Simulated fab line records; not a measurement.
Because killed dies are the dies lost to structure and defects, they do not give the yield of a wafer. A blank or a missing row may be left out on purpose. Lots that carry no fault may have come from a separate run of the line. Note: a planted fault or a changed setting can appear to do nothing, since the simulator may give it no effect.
fab line records	flow nandHarc	part 1 of 2: steps 1 to 22 of 31
record: lots: 5	wafers: 15	lastDay: 24
route steps=1159 shown A_M0@1020 A_M1@1026
lots that met no fault: from a run of the same line without faults
startH: the number of hours between the record's first day and the start of the first shown wafer of the lot	waitH: time in hours since the lot's previous step	" the same as in the row above	L1.1+2: a row that stands for several wafers	- no value, or no start was given	* or withheld: withheld	< > ~ a bound
route shown NAME@n: NAME is a module with steps in the file, n the number in the route of the first one	usual: mean/standard deviation taken from wafers without a fault	same: alike in all rows	chamber/n: place in a boat	sites: the reading at each site	_std_site: the standard deviation of these	_edge_site: inner sites' mean taken away from outer sites' mean	radiusMm: how far each site lies from the wafer's centre	mask NAME#n: copy n	behind: tool/chamber where the wafer was last shaped	hold: cause of the lot's hold/its duration in hours/its outcome	device: transistor that didn't switch, given as n, p or np	end of line: at the end of the route, the tests of the same wafers	for a step that has no rows: nothing shown but its recipe	killed: the dies lost at the first sort to structure and to defects; this is not the yield of the wafer	map: shows each die of a wafer: x if killed, . if not, _ if none is there
set.NAME: the setting that was run; set.NAME@STEP: the one run at that earlier step	model.NAME: the simulator's own value behind a step, which no gauge read
certain route steps with their lots: each step a table, each wafer a row
services: when a tool's chamber went out of use (startH, in hours from the record's first day, below 0 if earlier), for how many hours, and the reason
== steps ==
step: NHARC_A_M0_THK_MEAS_24
recipe: thkMeasGauge: xrf
usual: thkNm: 114.2/1.8
lot.wafer	tool	chamber	startH	waitH	thkNm
L074.1	filmMetro-01	-	406.89	-	117.6
L074.3	"	-	"	"	115.4
L074.6	"	-	"	"	117.5
L080.1	filmMetro-02	-	428.93	-	115.8
L080.2	"	-	"	"	114.8
L080.6	"	-	"	"	114.6
L082.1	filmMetro-01	-	446.45	-	114.6
L082.4	"	-	"	"	116.5
L082.6	"	-	"	"	116.8
L093.1	filmMetro-02	-	508.67	-	113.5
L093.2	"	-	"	"	112.2
L093.4	"	-	"	"	114.6
L096.2	filmMetro-02	-	532.56	-	111.6
L096.5	"	-	"	"	111.5
L096.6	"	-	"	"	112.1
step: NHARC_A_M0_SRD_25
lot.wafer	tool	chamber	startH	waitH
L074.1+3+6	wetBench-10	0,2,5	406.99	0.1
L080.2+6+1	wetBench-08	2,3,4	428.98	0.0
L082.4+6+1	wetBench-10	2,4,6	446.49	0.0
L093.4+1+2	wetBench-10	5,0,1	508.71	0.0
L096.5+6+2	wetBench-10	2,5,7	532.60	0.0
step: NHARC_A_M0_INSPECT_27
usual: rawDefectCount: 450/130
lot.wafer	tool	chamber	startH	waitH	rawDefectCount
L074.1	defectInspect-02	-	407.10	0.0	338
L074.3	"	-	"	"	433
L074.6	"	-	"	"	305
L080.1	defectInspect-02	-	429.09	0.0	401
L080.2	"	-	"	"	548
L080.6	"	-	"	"	384
L082.1	defectInspect-01	-	446.61	0.0	439
L082.4	"	-	"	"	531
L082.6	"	-	"	"	403
L093.1	defectInspect-02	-	508.83	0.0	461
L093.2	"	-	"	"	402
L093.4	"	-	"	"	460
L096.2	defectInspect-02	-	532.72	0.0	304
L096.5	"	-	"	"	335
L096.6	"	-	"	"	348
step: NHARC_A_M0_PRE_CLEAN_31
recipe: timeS: 12	tempC: 370	rfPowerW: 300	gas: NH3
usual: heaterPowerW: 677/85
lot.wafer	tool	chamber	startH	waitH	heaterPowerW	sinceWetCleanH
L074.3	pecvd-02	0	407.17	0.1	839	60
L074.1	"	1	"	"	743	60
L074.6	"	1	"	"	760	-
L080.2	pecvd-04	2	429.17	0.1	634	40
L080.1	"	0	"	"	643	40
L080.6	"	1	"	"	794	-
L082.1	pecvd-03	0	446.70	0.1	680	141
L082.4	"	1	"	"	732	-
L082.6	"	0	"	"	707	-
L093.2	pecvd-03	1	508.90	0.1	685	23
L093.1	"	2	"	"	619	23
L093.4	"	1	"	"	677	-
L096.2	pecvd-04	0	533.02	0.3	627	144
L096.5	"	0	"	"	667	-
L096.6	"	1	"	"	797	-
step: NHARC_A_M0_DEP_32
recipe: targetThkA: 300	tempC: 370	targetThkNm: 30	pressureTorr: 3	flowSccm: 200	rfW: 450	material: SiCN
usual: heaterPowerW: 626/79
lot.wafer	tool	chamber	startH	waitH	heaterPowerW	sinceWetCleanH
L074.3	pecvd-02	0	407.25	0.1	796	60
L074.1	"	1	"	"	725	60
L074.6	"	1	"	"	699	-
L080.2	pecvd-04	2	429.28	0.1	538	40
L080.1	"	0	"	"	653	40
L080.6	"	1	"	"	734	-
L082.1	pecvd-03	0	446.84	0.1	590	142
L082.4	"	1	"	"	664	-
L082.6	"	0	"	"	613	-
L093.2	pecvd-03	1	508.98	0.1	607	23
L093.1	"	2	"	"	503	23
L093.4	"	1	"	"	590	-
L096.2	pecvd-04	0	533.10	0.1	596	144
L096.5	"	0	"	"	559	-
L096.6	"	1	"	"	691	-
step: NHARC_A_M1_DEP_00
recipe: targetThkA: 1825	targetThkNm: 182.5	tempC: withheld	pressureTorr: 5	flowSccm: 200	rfW: 600	material: SiOC
lot.wafer	tool	chamber	startH	waitH	sinceWetCleanH
L074.3	pecvd-04	2	407.66	-	19
L074.1	"	1	"	"	19
L074.6	"	2	"	"	-
L080.1	pecvd-04	2	-	-	41
L080.2	"	1	"	"	41
L080.6	"	0	"	"	-
L082.1	pecvd-02	2	447.26	-	100
L082.6	"	0	"	"	-
L082.4	"	1	"	"	-
L093.1	pecvd-04	0	509.39	-	120
L093.2	"	2	"	"	121
L093.4	"	2	"	"	-
L096.2	pecvd-04	1	-	-	145
L096.6	"	2	"	"	-
L096.5	"	0	"	"	-
step: NHARC_A_M1_DEHYDRATE_01
recipe: tempC: 150	timeS: 120
usual: exhaustPa: 45.0/0.84	heaterPowerTotalW: 182.4/1.2	plateTempC: 150.02/0.14	resistLineTempC: 22.99/0.12
lot.wafer	tool	chamber	startH	waitH	exhaustPa	heaterPowerTotalW	plateTempC	resistLineTempC
L074.1	lithoTrack-06	0	408.06	-	45.1	183.0	150.10	22.94
L074.3	"	0	"	"	44.8	182.5	150.23	22.79
L074.6	"	0	"	"	44.4	183.4	150.19	22.75
L080.1	lithoTrack-01	0	430.18	-	45.2	183.3	150.06	22.91
L080.2	"	0	"	"	44.9	181.9	149.99	22.74
L080.6	"	0	"	"	44.4	182.5	149.97	22.88
L082.1	lithoTrack-04	0	447.67	-	45.0	183.5	149.89	23.12
L082.4	"	0	"	"	44.8	180.6	150.03	22.91
L082.6	"	0	"	"	44.2	181.8	149.79	23.14
L093.1	lithoTrack-04	0	509.79	-	45.4	180.9	149.84	23.02
L093.2	"	0	"	"	45.8	181.2	149.96	23.14
L093.4	"	0	"	"	45.3	181.9	150.13	23.11
L096.2	lithoTrack-04	0	533.90	-	45.4	180.8	150.09	23.20
L096.5	"	0	"	"	45.3	184.0	149.81	23.14
L096.6	"	0	"	"	45.7	182.8	149.98	23.25
step: NHARC_A_M1_HMDS_02
recipe: timeS: 30
usual: exhaustPa: 45.1/0.88	resistLineTempC: 23.00/0.12
lot.wafer	tool	chamber	startH	waitH	exhaustPa	resistLineTempC
L074.1	lithoTrack-06	0	-	-	44.5	22.99
L074.3	"	0	"	"	45.8	22.99
L074.6	"	0	"	"	46.1	22.92
L080.1	lithoTrack-01	0	-	-	45.7	23.07
L080.2	"	0	"	"	45.0	23.11
L080.6	"	0	"	"	43.7	23.15
L082.1	lithoTrack-04	0	-	-	45.6	22.91
L082.4	"	0	"	"	44.9	22.94
L082.6	"	0	"	"	45.7	22.79
L093.1	lithoTrack-04	0	-	-	47.2	23.21
L093.2	"	0	"	"	46.2	23.03
L093.4	"	0	"	"	46.0	22.87
L096.2	lithoTrack-04	0	-	-	46.1	23.01
L096.5	"	0	"	"	45.2	22.82
L096.6	"	0	"	"	46.1	22.95
step: NHARC_A_M1_COAT_34
recipe: tempC: 200	timeS: 65
usual: exhaustPa: 45.1/0.86	heaterPowerTotalW: 386.0/1.3	plateTempC: 199.99/0.14	resistLineTempC: 23.00/0.11
lot.wafer	tool	chamber	startH	waitH	exhaustPa	heaterPowerTotalW	plateTempC	resistLineTempC
L074.1	lithoTrack-06	0	-	-	46.4	384.5	200.00	22.87
L074.3	"	0	"	"	45.7	384.8	199.97	23.02
L074.6	"	0	"	"	45.2	388.0	199.98	23.01
L080.1	lithoTrack-01	0	-	-	45.8	388.0	200.03	23.04
L080.2	"	0	"	"	46.5	386.8	200.01	23.05
L080.6	"	0	"	"	47.2	384.3	200.20	22.90
L082.1	lithoTrack-04	0	-	-	46.0	387.7	200.10	22.93
L082.4	"	0	"	"	45.1	386.0	200.36	23.10
L082.6	"	0	"	"	45.0	388.0	200.29	23.06
L093.1	lithoTrack-04	0	-	-	44.7	386.0	199.96	23.12
L093.2	"	0	"	"	44.6	388.0	199.86	23.01
L093.4	"	0	"	"	44.9	384.3	200.16	23.16
L096.2	lithoTrack-04	0	-	-	46.4	384.4	200.18	23.10
L096.5	"	0	"	"	45.9	384.3	200.03	22.97
L096.6	"	0	"	"	45.5	384.7	199.88	23.08
step: NHARC_A_M1_COAT_03
recipe: spinRpm: 1500	resistThkNm: 90
usual: exhaustPa: 44.9/0.77	resistLineTempC: 22.99/0.1
lot.wafer	tool	chamber	startH	waitH	exhaustPa	resistLineTempC
L074.1	lithoTrack-06	0	-	-	43.3	22.91
L074.3	"	0	"	"	43.0	23.10
L074.6	"	0	"	"	44.5	23.06
L080.1	lithoTrack-01	0	-	-	43.8	22.99
L080.2	"	0	"	"	44.7	23.12
L080.6	"	0	"	"	43.2	22.92
L082.1	lithoTrack-04	0	-	-	44.9	23.00
L082.4	"	0	"	"	46.1	22.94
L082.6	"	0	"	"	46.4	22.97
L093.1	lithoTrack-04	0	-	-	45.1	22.99
L093.2	"	0	"	"	45.9	23.20
L093.4	"	0	"	"	45.4	23.04
L096.2	lithoTrack-04	0	-	-	45.6	22.92
L096.5	"	0	"	"	43.9	22.92
L096.6	"	0	"	"	45.9	22.99
step: NHARC_A_M1_SOFTBAKE_04
recipe: tempC: 105	timeS: 55
usual: exhaustPa: 45.0/1	heaterPowerTotalW: 188.47/0.15	plateTempC: 105.03/0.12	resistLineTempC: 23.00/0.11
lot.wafer	tool	chamber	startH	waitH	exhaustPa	heaterPowerTotalW	plateTempC	resistLineTempC
L074.1	lithoTrack-06	0	-	-	44.0	188.70	104.96	23.03
L074.3	"	0	"	"	44.2	188.77	104.80	22.99
L074.6	"	0	"	"	44.3	188.63	104.94	22.88
L080.1	lithoTrack-01	0	-	-	44.9	188.35	105.12	23.19
L080.2	"	0	"	"	43.8	188.37	105.09	23.13
L080.6	"	0	"	"	45.2	188.49	104.95	23.10
L082.1	lithoTrack-04	0	-	-	44.1	188.70	105.28	23.05
L082.4	"	0	"	"	44.0	188.40	104.97	23.26
L082.6	"	0	"	"	44.5	188.40	105.29	23.28
L093.1	lithoTrack-04	0	-	-	46.9	188.44	105.01	23.10
L093.2	"	0	"	"	46.4	188.45	104.83	23.09
L093.4	"	0	"	"	45.8	188.35	105.02	23.11
L096.2	lithoTrack-04	0	-	-	44.4	188.38	104.85	23.08
L096.5	"	0	"	"	44.0	188.71	105.08	22.90
L096.6	"	0	"	"	44.1	188.41	104.99	22.94
step: NHARC_A_M1_EBR_05
usual: exhaustPa: 45.0/0.8	resistLineTempC: 22.99/0.12
lot.wafer	tool	chamber	startH	waitH	exhaustPa	resistLineTempC
L074.1	lithoTrack-06	0	-	-	45.5	23.08
L074.3	"	0	"	"	44.2	23.01
L074.6	"	0	"	"	44.6	22.99
L080.1	lithoTrack-01	0	-	-	45.6	23.18
L080.2	"	0	"	"	44.1	23.01
L080.6	"	0	"	"	44.9	23.20
L082.1	lithoTrack-04	0	-	-	44.4	23.05
L082.4	"	0	"	"	45.7	22.94
L082.6	"	0	"	"	44.3	22.99
L093.1	lithoTrack-04	0	-	-	45.8	23.07
L093.2	"	0	"	"	46.2	23.09
L093.4	"	0	"	"	45.1	22.94
L096.2	lithoTrack-04	0	-	-	45.5	22.99
L096.5	"	0	"	"	46.5	23.24
L096.6	"	0	"	"	45.9	22.96
step: NHARC_A_M1_EXPOSE_06
recipe: na: 1.35	targetCdNm: 120	doseMj: 75.13	maskId: A_M1
usual: stageVelMmS: 500.02/0.25
lot.wafer	tool	chamber	startH	waitH	mask	stageVelMmS
L074.1	arfiScanner-03	0	408.35	-	A_M1#0	500.42
L074.3	"	0	"	"	A_M1#0	500.52
L074.6	"	0	"	"	A_M1#0	500.39
L080.1	arfiScanner-01	0	430.49	-	A_M1#0	499.80
L080.2	"	0	"	"	A_M1#0	499.69
L080.6	"	0	"	"	A_M1#0	499.75
L082.1	arfiScanner-01	0	447.83	-	A_M1#0	500.19
L082.4	"	0	"	"	A_M1#0	500.11
L082.6	"	0	"	"	A_M1#0	500.06
L093.1	arfiScanner-01	0	510.08	-	A_M1#0	500.03
L093.2	"	0	"	"	A_M1#0	499.99
L093.4	"	0	"	"	A_M1#0	499.80
L096.2	arfiScanner-01	0	534.07	-	A_M1#0	499.68
L096.5	"	0	"	"	A_M1#0	499.94
L096.6	"	0	"	"	A_M1#0	500.15
step: NHARC_A_M1_PEB_07
recipe: pebTempC: 100	pebTimeS: 65
usual: exhaustPa: 45.1/0.93	heaterPowerTotalW: 156.6/0.44	plateTempC: 99.99/0.12	resistLineTempC: 23.00/0.092
lot.wafer	tool	chamber	startH	waitH	exhaustPa	heaterPowerTotalW	plateTempC	resistLineTempC
L074.1	lithoTrack-06	0	408.42	0.1	45.0	156.3	100.14	23.04
L074.3	"	0	"	"	47.5	155.9	100.09	22.97
L074.6	"	0	"	"	45.7	156.5	100.01	22.90
L080.1	lithoTrack-04	0	430.55	0.1	45.3	157.0	100.05	23.01
L080.2	"	0	"	"	45.6	156.2	100.03	22.90
L080.6	"	0	"	"	44.8	157.0	100.08	23.12
L082.1	lithoTrack-04	0	447.89	0.1	46.6	156.2	99.75	23.07
L082.4	"	0	"	"	46.0	156.7	100.12	23.07
L082.6	"	0	"	"	45.3	156.7	100.22	23.05
L093.1	lithoTrack-06	0	510.15	0.1	45.4	156.1	99.87	22.72
L093.2	"	0	"	"	45.7	156.3	99.95	22.99
L093.4	"	0	"	"	45.6	156.4	99.87	22.87
L096.2	lithoTrack-01	0	534.12	0.1	46.1	157.0	100.02	22.98
L096.5	"	0	"	"	45.3	157.2	100.05	22.96
L096.6	"	0	"	"	46.3	156.7	100.09	22.95
step: NHARC_A_M1_DEVELOP_08
recipe: developTimeS: 35	devTempC: 23
usual: exhaustPa: 45.0/0.87	resistLineTempC: 23.01/0.11
lot.wafer	tool	chamber	startH	waitH	exhaustPa	resistLineTempC
L074.1	lithoTrack-06	0	-	-	44.0	22.96
L074.3	"	0	"	"	44.9	23.05
L074.6	"	0	"	"	45.1	23.09
L080.1	lithoTrack-04	0	-	-	43.7	23.15
L080.2	"	0	"	"	44.5	23.01
L080.6	"	0	"	"	43.8	22.97
L082.1	lithoTrack-04	0	-	-	45.4	23.11
L082.4	"	0	"	"	44.8	23.14
L082.6	"	0	"	"	44.0	23.23
L093.1	lithoTrack-06	0	-	-	44.5	22.94
L093.2	"	0	"	"	43.9	23.15
L093.4	"	0	"	"	44.9	23.02
L096.2	lithoTrack-01	0	-	-	44.5	23.22
L096.5	"	0	"	"	46.7	23.15
L096.6	"	0	"	"	46.4	23.08
step: NHARC_A_M1_CD_MEAS_09
recipe: targetCdNm: 120	landingEnergyEv: 500
usual: cdNm: 120.2/0.82
lot.wafer	tool	chamber	startH	waitH	cdNm
L074.1	cdSem-03	0	408.49	-	120.1
L074.3	"	0	"	"	120.0
L074.6	"	0	"	"	120.6
L080.1	cdSem-03	0	430.63	-	120.9
L080.2	"	0	"	"	119.8
L080.6	"	0	"	"	119.1
L082.1	cdSem-01	0	447.97	-	120.3
L082.4	"	0	"	"	121.2
L082.6	"	0	"	"	120.8
L093.1	cdSem-03	0	510.23	-	119.5
L093.2	"	0	"	"	120.2
L093.4	"	0	"	"	120.3
L096.2	cdSem-03	0	534.20	-	120.3
L096.5	"	0	"	"	122.1
L096.6	"	0	"	"	120.2
step: NHARC_A_M1_OVL_MEAS_10
recipe: pitchNm: 240
usual: overlayXNm: 0.0/0.64	overlayYNm: -0.4/0.83
lot.wafer	tool	chamber	startH	waitH	overlayXNm	overlayYNm
L074.1	overlay-02	-	408.58	-	0.1	-0.4
L074.3	"	-	"	"	0.1	-0.6
L074.6	"	-	"	"	0.1	-0.5
L080.1	overlay-02	-	430.72	-	0.3	0.4
L080.2	"	-	"	"	0.2	0.7
L080.6	"	-	"	"	0.4	0.8
L082.1	overlay-01	-	448.06	-	-0.3	-0.4
L082.4	"	-	"	"	-0.2	0.4
L082.6	"	-	"	"	-0.5	-0.1
L093.1	overlay-01	-	510.31	-	-0.6	-1.4
L093.2	"	-	"	"	-0.9	-1.6
L093.4	"	-	"	"	-1.0	-1.3
L096.2	overlay-02	-	534.29	-	0.0	-0.5
L096.5	"	-	"	"	0.5	-1.3
L096.6	"	-	"	"	0.1	-0.4
step: NHARC_A_M1_INSPECT_11
usual: rawDefectCount: 28/13
lot.wafer	tool	chamber	startH	waitH	rawDefectCount
L074.1	defectInspect-01	-	408.62	0.0	24
L074.3	"	-	"	"	17
L074.6	"	-	"	"	14
L080.1	defectInspect-01	-	430.75	0.0	37
L080.2	"	-	"	"	31
L080.6	"	-	"	"	41
L082.1	defectInspect-01	-	448.10	0.0	11
L082.4	"	-	"	"	8
L082.6	"	-	"	"	4
L093.1	defectInspect-02	-	510.35	0.0	57
L093.2	"	-	"	"	56
L093.4	"	-	"	"	47
L096.2	defectInspect-01	-	534.33	0.0	49
L096.5	"	-	"	"	53
L096.6	"	-	"	"	46
step: NHARC_A_M1_DESCUM_14
recipe: timeS: 3	o2FlowSccm: 200	arFlowSccm: 0	biasPowerW: 0	chemistry: O2
usual: drypumpMotorCurrentA: 5.8/0.42	oesProductAu: 1.000/0.016	rfVppV: 57.9/0.83	showerheadPlenumPTorr: 1.92/0.057	throttleValvePct: 11.311/0.009
lot.wafer	tool	chamber	startH	waitH	drypumpMotorCurrentA	oesProductAu	rfHoursCounterH	rfVppV	showerheadPlenumPTorr	throttleValvePct
L074.3	rieDiel-04	1	408.68	0.1	5.5	1.012	8	58.1	1.82	11.311
L074.1	"	2	"	"	5.9	0.989	8	58.5	2.00	11.324
L074.6	"	2	"	"	5.9	0.981	-	59.2	2.00	11.307
L080.1	rieDiel-07	2	430.82	0.1	5.8	1.007	0	59.1	1.90	11.306
L080.2	"	3	"	"	6.5	0.995	0	58.6	2.00	11.313
L080.6	"	1	"	"	6.3	1.001	-	58.2	1.91	11.306
L082.1	rieDiel-04	2	448.17	0.1	5.9	0.995	10	58.5	2.00	11.311
L082.4	"	3	"	"	5.3	0.995	9	57.6	1.84	11.314
L082.6	"	1	"	"	5.6	1.022	-	57.5	1.82	11.311
L093.1	rieDiel-04	0	510.42	0.1	5.7	0.992	4	57.6	1.95	11.316
L093.2	"	2	"	"	5.9	1.011	3	57.7	2.00	11.326
L093.4	"	3	"	"	5.3	1.001	4	57.7	1.84	11.299
L096.2	rieDiel-04	3	534.41	0.1	5.4	1.001	4	57.2	1.84	11.318
L096.5	"	0	"	"	5.7	0.991	-	57.9	1.95	11.311
L096.6	"	1	"	"	5.5	1.024	-	56.7	1.82	11.297
step: NHARC_A_M1_ETCH_35
recipe: targetDepthA: 400	overetchA: 120	timeS: 43.94	ionEnergyEv: 200	n2FlowSccm: 150	h2FlowSccm: 150	arFlowSccm: 0	rfW: 400	biasW: 150	chemistry: N2/H2
usual: drypumpMotorCurrentA: 5.8/0.43	oesProductAu: 1.001/0.016	rfVppV: 430.8/1.9	showerheadPlenumPTorr: 2.05/0.064	throttleValvePct: 14.172/0.0091
lot.wafer	tool	chamber	startH	waitH	drypumpMotorCurrentA	oesProductAu	rfHoursCounterH	rfVppV	showerheadPlenumPTorr	throttleValvePct
L074.1	rieDiel-04	3	408.78	0.1	5.4	0.990	8	427.3	1.96	14.184
L074.3	"	0	"	"	5.7	0.977	9	432.5	2.09	14.160
L074.6	"	1	"	"	5.6	1.021	-	428.3	1.94	14.155
L080.2	rieDiel-07	3	430.91	0.1	6.5	1.010	0	432.2	2.13	14.152
L080.1	"	0	"	"	5.2	0.974	0	429.6	2.01	14.177
L080.6	"	2	"	"	5.8	1.020	-	429.6	2.02	14.178
L082.1	rieDiel-04	1	448.25	0.1	5.6	1.013	11	429.2	1.94	14.183
L082.4	"	3	"	"	5.3	1.006	9	429.5	1.96	14.166
L082.6	"	0	"	"	5.7	0.981	-	433.3	2.09	14.181
L093.2	rieDiel-04	3	510.51	0.1	5.3	1.002	4	428.9	1.96	14.177
L093.4	"	0	"	"	5.7	0.991	4	430.7	2.08	14.166
L093.1	"	1	"	"	5.6	1.022	3	427.5	1.93	14.180
L096.2	rieDiel-04	2	534.48	0.1	5.8	0.999	4	432.3	2.13	14.184
L096.6	"	0	"	"	5.7	0.994	-	431.1	2.08	14.167
L096.5	"	1	"	"	5.5	1.012	-	427.7	1.93	14.164
step: NHARC_A_M1_ETCH_15
recipe: targetDepthA: 1825	timeS: 91.2	c4f8FlowSccm: withheld	arFlowSccm: 400	rfW: 600	biasW: 300	chemistry: C4F8/Ar
usual: oesProductAu: 0.949/0.024	rfVppV: 441.2/2.1
lot.wafer	tool	chamber	startH	waitH	oesProductAu	rfHoursCounterH	rfVppV
L074.3	rieDiel-04	2	-	-	0.916	8	443.2
L074.1	"	1	"	"	0.944	8	436.7
L074.6	"	3	"	"	0.930	-	438.5
L080.2	rieDiel-07	2	-	-	0.972	0	439.9
L080.1	"	0	"	"	0.945	0	441.1
L080.6	"	1	"	"	0.961	-	440.1
L082.4	rieDiel-04	2	-	-	0.915	10	443.9
L082.1	"	0	"	"	0.922	11	443.3
L082.6	"	3	"	"	0.923	-	439.0
L093.2	rieDiel-04	0	-	-	0.958	4	441.8
L093.4	"	1	"	"	0.981	3	437.1
L093.1	"	3	"	"	0.977	4	438.9
L096.2	rieDiel-04	1	-	-	0.978	4	437.4
L096.5	"	1	"	"	0.972	-	438.3
L096.6	"	2	"	"	0.961	-	442.8
step: NHARC_A_M1_CD_MEAS_16
usual: cdNm: 120.1/1.1
lot.wafer	tool	chamber	startH	waitH	cdNm
L074.1	cdSem-02	-	408.99	-	118.8
L074.3	"	-	"	"	121.0
L074.6	"	-	"	"	119.9
L080.1	cdSem-01	-	431.12	-	119.6
L080.2	"	-	"	"	119.1
L080.6	"	-	"	"	119.2
L082.1	cdSem-01	-	448.46	-	119.8
L082.4	"	-	"	"	120.0
L082.6	"	-	"	"	121.3
L093.1	cdSem-01	-	510.72	-	119.6
L093.2	"	-	"	"	119.7
L093.4	"	-	"	"	118.5
L096.2	cdSem-01	-	534.69	-	120.0
L096.5	"	-	"	"	122.8
L096.6	"	-	"	"	121.2
